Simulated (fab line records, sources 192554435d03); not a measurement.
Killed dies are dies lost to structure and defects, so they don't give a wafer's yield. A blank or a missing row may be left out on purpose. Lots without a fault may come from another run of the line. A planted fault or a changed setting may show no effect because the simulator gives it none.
Chamber matching | flow n5_finfet | N5_BEOL_M11_ETCH_62 on rie_diel-02: 4 sister chambers
The step etches SOC in N2/H2, target depth 110 nm, overetch 22 nm, time 165 s. 20 wafers are shown with their chamber, then 10 later ones without.

WAFERS WITH THEIR CHAMBER
wafer  | chamber | drypump_motor_current_A (A) | showerhead_plenum_p_Torr (Torr) | throttle_valve_pct (%)
L077.2 | 0       | 6.6                         | 2.54                            | 18.14
L077.3 | 2       | 5.8                         | 2.51                            | 17.95
L077.5 | 0       | 6.6                         | 2.54                            | 18.14
L075.2 | 3       | 6.5                         | 2.45                            | 18.15
L075.3 | 1       | 5.7                         | 2.63                            | 17.92
L075.5 | 1       | 5.7                         | 2.63                            | 17.92
L079.1 | 1       | 5.7                         | 2.63                            | 17.92
L079.3 | 0       | 6.5                         | 2.54                            | 18.16
L079.4 | 3       | 6.5                         | 2.44                            | 18.16
L085.1 | 0       | 6.5                         | 2.53                            | 18.17
L085.2 | 1       | 5.7                         | 2.62                            | 17.95
L085.6 | 1       | 5.7                         | 2.62                            | 17.93
L091.2 | 0       | 6.6                         | 2.53                            | 18.19
L091.4 | 2       | 5.9                         | 2.50                            | 17.60
L091.5 | 1       | 5.7                         | 2.62                            | 17.98
L092.1 | 3       | 6.5                         | 2.43                            | 18.20
L092.2 | 2       | 5.8                         | 2.50                            | 17.62
L092.3 | 0       | 6.5                         | 2.52                            | 18.21
L094.2 | 1       | 5.7                         | 2.61                            | 18.00
L094.3 | 2       | 5.8                         | 2.50                            | 17.62

SIGNATURES (means of the wafers above)
reading                  | chamber 0 | chamber 1 | chamber 2 | chamber 3 | scatter within a chamber
drypump_motor_current_A  | 6.550     | 5.700     | 5.825     | 6.500     | 0.0375
showerhead_plenum_p_Torr | 2.5333    | 2.6229    | 2.5025    | 2.4400    | 0.00771
throttle_valve_pct       | 18.1683   | 17.9457   | 17.6975   | 18.1700   | 0.0778
Rule: a wafer's distance from a chamber is the root of the sum, over the readings, of the square of ((its reading less the chamber's mean) divided by the reading's scatter). The wafer belongs to the nearest chamber; if the next one is less than 2 further off, it can't be placed. The scatter: the root of (the sum of the squares of (reading less its chamber's mean) over the shown wafers, divided by (wafers less chambers)).

WAFERS WITHOUT THEIR CHAMBER
wafer  | drypump_motor_current_A (A) | showerhead_plenum_p_Torr (Torr) | throttle_valve_pct (%)
L094.4 | 6.6                         | 2.52                            | 18.22
L093.1 | 5.7                         | 2.61                            | 17.99
L093.2 | 6.6                         | 2.43                            | 18.22
L093.4 | 6.6                         | 2.52                            | 18.22
L097.2 | 5.9                         | 2.50                            | 17.63
L097.4 | 6.5                         | 2.43                            | 18.22
L097.6 | 5.7                         | 2.61                            | 17.99
L096.2 | 6.5                         | 2.52                            | 18.23
L096.3 | 5.7                         | 2.61                            | 17.99
L096.5 | 5.9                         | 2.49                            | 17.63

WHICH CHAMBER EACH WENT THROUGH
wafer  | from the rows above | in truth
L094.4 | 0                   | 0
L093.1 | 1                   | 1
L093.2 | 3                   | 3
L093.4 | 0                   | 0
L097.2 | 2                   | 2
L097.4 | 3                   | 3
L097.6 | 1                   | 1
L096.2 | 0                   | 0
L096.3 | 1                   | 1
L096.5 | 2                   | 2
Placed correctly: 10 of 10. Can't be placed from these rows: 0. Placed wrongly: 0.
